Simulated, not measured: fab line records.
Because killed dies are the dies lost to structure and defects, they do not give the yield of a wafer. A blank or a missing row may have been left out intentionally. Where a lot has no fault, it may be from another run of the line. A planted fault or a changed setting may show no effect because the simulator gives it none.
Chamber matching	flow n5_finfet	4 sister chambers for N5_SD_EPI_P_DESCUM_14 on rie_diel-03
The step chemistry O2, time 7.9 s. 4 wafers are shown with their chamber, then 9 later ones without.

== WAFERS PAIRED WITH THEIR CHAMBERS ==
wafer	chamber	showerhead_plenum_p_Torr (Torr)
L085.3	1	2.10
L086.1	2	2.10
L086.3	3	2.24
L086.4	0	2.19

== WAFERS MISSING THEIR CHAMBER ==
wafer	showerhead_plenum_p_Torr (Torr)
L089.4	2.10
L089.5	2.10
L089.6	2.19
L092.2	2.19
L092.5	2.09
L092.6	2.19
L096.1	2.18
L096.3	2.10
L096.4	2.09

== WHICH CHAMBER EACH ONE RAN IN ==
wafer	from the rows above	in truth
L089.4	can't be placed: 1 or 2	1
L089.5	can't be placed: 1 or 2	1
L089.6	0	0
L092.2	0	0
L092.5	can't be placed: 1 or 2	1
L092.6	0	0
L096.1	0	0
L096.3	can't be placed: 1 or 2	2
L096.4	can't be placed: 1 or 2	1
Correct placement for 4 of the 9. These rows do not allow placing 5 (true chamber among the candidates in 5). 0 placed wrongly.
How it was worked out, from the rows above alone: a wafer's distance from a chamber is the root of the sum, over the readings, of the square of ((its reading less the chamber's mean) divided by the reading's scatter). The wafer belongs to the nearest chamber; if the next one is less than 2 further off, it can't be placed. Each chamber's mean is taken over the wafers shown for it. The scatter: root of mean squared gap, hidden wafer to nearest shown wafer, with one shown wafer a chamber.
